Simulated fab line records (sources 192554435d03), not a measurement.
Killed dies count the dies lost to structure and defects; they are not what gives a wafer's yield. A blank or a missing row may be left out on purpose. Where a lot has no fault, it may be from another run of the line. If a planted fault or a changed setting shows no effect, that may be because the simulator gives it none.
Matching of chambers    flow n5Finfet    N5_FIN_CUT_STRIP_22 on rieDiel-06 has 4 sister chambers
The step strips in N2/H2. 8 wafers are shown with their chamber, then 11 later ones without.

WAFERS PAIRED WITH THEIR CHAMBERS
wafer   chamber  showerheadPlenumPTorr (Torr)  drypumpMotorCurrentA (A)
L079.3  3        3.43                          6.3
L080.5  2        3.33                          6.4
L082.2  1        3.45                          5.9
L082.6  0        3.17                          4.9
L084.1  3        3.42                          6.3
L084.3  0        3.17                          4.9
L084.4  1        3.45                          5.8
L087.1  2        3.32                          6.4

WAFERS WITHOUT THEIR CHAMBER
wafer   showerheadPlenumPTorr (Torr)  drypumpMotorCurrentA (A)
L087.4  3.42                          6.3
L087.5  3.32                          6.3
L089.1  3.16                          5.0
L089.4  3.42                          6.3
L089.5  3.42                          6.3
L094.2  3.32                          6.4
L094.3  3.16                          4.9
L094.5  3.44                          5.9
L095.1  3.42                          6.3
L095.3  3.16                          5.0
L095.4  3.44                          5.8

WHICH CHAMBER EACH WENT THROUGH
wafer   from the rows above  in truth
L087.4  3                    3
L087.5  2                    2
L089.1  0                    0
L089.4  3                    3
L089.5  3                    3
L094.2  2                    2
L094.3  0                    0
L094.5  1                    1
L095.1  3                    3
L095.3  0                    0
L095.4  1                    1
Correct placement for 11 of the 11. Number that these rows cannot place: 0. Placed wrongly: 0.
How it was worked out, from the rows above alone: a wafer's distance from a chamber is the root of the sum, over the readings, of the square of ((its reading less the chamber's mean) divided by the reading's scatter). If the next closest chamber is less than 2 further off than the closest, the wafer can't be placed; otherwise it belongs to the closest. A chamber's mean is the mean of its shown wafers. How the scatter is found: for the shown wafers, subtract from each reading the mean of its chamber, square and add these, divide the total by (wafers less chambers), then take the root.
